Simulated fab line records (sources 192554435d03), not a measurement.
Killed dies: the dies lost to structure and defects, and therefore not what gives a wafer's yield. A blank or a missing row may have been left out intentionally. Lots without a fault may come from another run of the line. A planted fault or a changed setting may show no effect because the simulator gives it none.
Struck lot and sound lot, side by side	flow n5Finfet	36 out of 1938 route steps
Sound: wafers L261.2, L261.4, L261.5. Wafers struck: L268.1, L268.3, L268.4. Last of all comes the cause.
Per side, at each step with rows, come the tool, then ch with its chambers, and then its first start. Under that, the readings that differ: sound wafers	struck wafers	difference of the means	sigmas: that difference in standard deviations of wafers without a fault.
alike: a reading whose means differ by less than 2 such deviations, as well as words and numbers matching on both sides. not compared: withheld readings; readings where some wafer has no value; bounds like >300 that might hide an equal value; numbers whose values overlap and for which the record gives no deviation.
The two part at a step that has a row with sigmas, a row that says differs or no value, or rows on one side only. When numbers do not overlap yet have no deviation, they are printed without sigmas and do not part them. A reading missing from all wafers of one side parts the sides only when that side holds two or more wafers.

first, 9 steps without rows for these wafers: N5_BEOL_M4_ANNEAL_95 (time 240 s); N5_BEOL_M4_SPUTTER_96 (material Cu, target thk 4.5 nm, time 8.29 s); N5_BEOL_M4_ECD_50 (material Cu, target thk 300 nm); N5_BEOL_M4_ANNEAL_51 (time 90 s); N5_BEOL_M4_CMP_52 (polishes, stops on SiOC, t overpolish 6.8 s, target thk 40 nm); N5_BEOL_M4_PRE_CLEAN_60 (time 15 s); N5_BEOL_M4_CO_CAP_55 (material Co, precursor CCTBA/H2, target thk 2 nm, time 102.1 s); N5_BEOL_M4_PRE_CLEAN_56 (time 15 s); N5_BEOL_M4_DEP_57 (deposits SiCN from 3MS/NH3, target thk 8 nm, time 14 s).
N5_BEOL_M4_RC_MEAS_101:
  sound on prober-01 ch 0, day 9 09:42; struck on prober-01 ch 0, day 11 07:11
reading	sound	struck	difference	sigmas
DIBL_N (mV/V)	38.3 37.3 37.6	33.5 36.0 37.6	-2.0	-2
  alike: DIBL_P, IOFF_N, IOFF_P, ION_N, ION_P, SS_N, SS_P, VT_N, VT_P
then, 24 steps without rows for these wafers: N5_BEOL_M5_ILD_DEP_00 (deposits SiCOH lowk from DEMS/porogen, target thk 140.64 nm, time 25.9 s); N5_BEOL_M5_CURE_79 (cures SiCOH lowk, time 240 s); N5_BEOL_M5_PECVD_70 (deposits SiO2 from TEOS/O2, target thk 16 nm, time 18 s); N5_BEOL_M5_HM_DEP_02 (deposits TiN, target thk 20 nm); N5_BEOL_M5_COAT_59 (time 60 s, resist thk 60 nm); N5_BEOL_M5_COAT_60 (time 60 s, resist thk 12 nm); N5_BEOL_M5_COAT_71 (time 60 s, resist thk 5 nm); N5_BEOL_M5_COAT_05 (resist thk 30 nm); N5_BEOL_M5_EBR_07; N5_BEOL_M5_SOFTBAKE_06 (time 60 s); N5_BEOL_M5_EXPOSE_08 (exposes mask M5, target cd 28 nm); N5_BEOL_M5_PEB_09 (peb time 60 s); N5_BEOL_M5_DEVELOP_10 (develop time 30 s); N5_BEOL_M5_DESCUM_16 (chemistry O2, time 7 s); N5_BEOL_M5_ETCH_72 (etches underlayer in N2/H2, target depth 6.5 nm, time 5.2 s); N5_BEOL_M5_ETCH_61 (etches SiARC in CF4, target depth 15.6 nm, time 26 s); N5_BEOL_M5_ETCH_62 (etches SOC in N2/H2, target depth 75 nm, overetch 15 nm, time 112.5 s); N5_BEOL_M5_STRIP_63 (strips in N2/H2); N5_BEOL_M5_STRIP_73 (strips in N2/H2); N5_BEOL_M5_STRIP_64 (strips in CF4); N5_BEOL_M5_HM_OPEN_17 (chemistry Cl2/BCl3, target TiN, target depth 20 nm, overetch 6 nm); N5_BEOL_M5_STRIP_19 (strips in O2); N5_BEOL_M5_COAT_65 (time 60 s, resist thk 60 nm); N5_BEOL_M5_COAT_66 (time 60 s, resist thk 12 nm).
-- a jump in the record: the struck wafers' starts before and after are 4 days apart (it breaks off in module BEOL_M5 and resumes in module MIM_TOP_ETCH, where the first step shown is number 1851 of the route) --
N5_MIM_TOP_ETCH_ETCH_00: etches TiN in Cl2/BCl3, target depth 38.5 nm.
  sound on rieMetal-02 ch 1, day 13 05:08; struck on rieMetal-03 ch 0,1, day 15 00:28
  no value came back on the struck wafers for any of 5 readings (bcl3FlowSccm (sccm), biasW (W) and others); on the sound wafers bcl3FlowSccm (sccm) reads 21.73 21.79 21.70
  not compared: rfHoursCounterH, model.coat_of_MIM_TOP_LITHO_COAT_02.thkNm
N5_PASSIVATION_PROBE_49:
  sound on prober-02, day 13 15:37; struck on prober-01, day 15 09:38
reading	sound	struck	difference	sigmas
defectLimitedYield (%)	89.5 91.4 90.7	0 0 0	-91	-70
killedAtOther	6 4 0	1087 1072 1087	+1079	+99 or more
killedDies	124 101 110	1180 1180 1180	+1068	+71
killedOnRim	17 12 15	152 152 152	+137	+39
sort_bin_5_function (%)	5.9 5.0 5.0	95.8 96.2 96.6	+90.9	+99 or more
sortNPass	1056 1079 1070	0 0 0	-1068	-71
sortYieldPct (%)	89.5 91.4 90.7	0 0 0	-91	-70
  alike: killed_at_M0_to_M3, killed_at_M4_up, killedAtContacts, killedAtFrontEnd, killedOpen, killedShort, sort_bin_6_memory, sort_bin_8_speed

WHERE THEY PART
At N5_BEOL_M4_RC_MEAS_101 first; at N5_PASSIVATION_PROBE_49 last (within this record only).

WHY: the cause the simulator had injected
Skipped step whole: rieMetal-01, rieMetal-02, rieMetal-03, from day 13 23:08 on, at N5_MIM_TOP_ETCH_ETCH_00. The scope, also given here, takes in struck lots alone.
